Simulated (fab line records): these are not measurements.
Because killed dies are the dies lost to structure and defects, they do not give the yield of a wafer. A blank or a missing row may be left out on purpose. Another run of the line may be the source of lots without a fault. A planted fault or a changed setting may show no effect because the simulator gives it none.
Matching of chambers ; flow nand harc ; NHARC_A_STAIRCASE_CMP_152 on cmp-01 has 4 sister chambers
The step polishes. 18 wafers are shown with their chamber, then 9 later ones without.

## WAFERS, EACH WITH ITS CHAMBER
wafer;chamber;motor current A (A);retaining ring pressure frac
L079.1;2;11.0;1.003
L079.2;1;11.2;1.006
L079.6;0;12.8;0.998
L081.1;0;12.2;1.005
L081.3;2;12.0;1.011
L081.5;1;11.7;0.998
L082.1;1;11.1;1.002
L082.3;2;11.8;1.007
L082.4;3;10.8;0.998
L083.2;2;11.7;0.983
L083.4;0;12.8;0.999
L083.5;0;12.8;0.991
L084.1;0;12.3;0.997
L084.3;1;11.2;1.006
L084.4;3;10.7;1.003
L088.3;2;12.3;1.007
L088.4;3;10.7;1.001
L088.6;3;10.1;1.000

SIGNATURES (means of the wafers above)
reading;chamber 0;chamber 1;chamber 2;chamber 3;scatter within a chamber
motor current A;12.580;11.300;11.760;10.575;0.361
retaining ring pressure frac;0.99800;1.00300;1.00220;1.00050;0.00681
Rule: for each reading, subtract the chamber's mean from the wafer's reading, divide by that reading's scatter and square the result; add these up over the readings and take the root, which gives the wafer's distance from the chamber. If the next closest chamber is less than 2 further off than the closest, the wafer can't be placed; otherwise it belongs to the closest. The scatter: the root of (the sum of the squares of (reading less its chamber's mean) over the shown wafers, divided by (wafers less chambers)).

## WAFERS WITH NO CHAMBER GIVEN
wafer;motor current A (A);retaining ring pressure frac
L092.1;12.1;1.000
L092.2;10.8;1.000
L092.6;11.7;0.998
L096.1;11.3;0.986
L096.2;11.1;1.008
L096.4;12.1;1.000
L094.1;12.1;0.995
L094.4;11.3;1.006
L094.6;12.1;1.000

## WHICH CHAMBER EACH WENT THROUGH
wafer;from the rows above;in truth
L092.1;can't be placed: 2 or 0 or 1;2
L092.2;can't be placed: 3 or 1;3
L092.6;can't be placed: 2 or 1 or 0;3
L096.1;can't be placed: 1 or 2 or 3 or 0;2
L096.2;can't be placed: 1 or 3 or 2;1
L096.4;can't be placed: 2 or 0 or 1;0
L094.1;can't be placed: 0 or 2 or 1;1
L094.4;can't be placed: 1 or 2 or 3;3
L094.6;can't be placed: 2 or 0 or 1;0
Placed correctly: 0 of 9. Not placeable from these rows: 9 (in 8, the candidates include the true chamber). Number placed wrongly: 0.
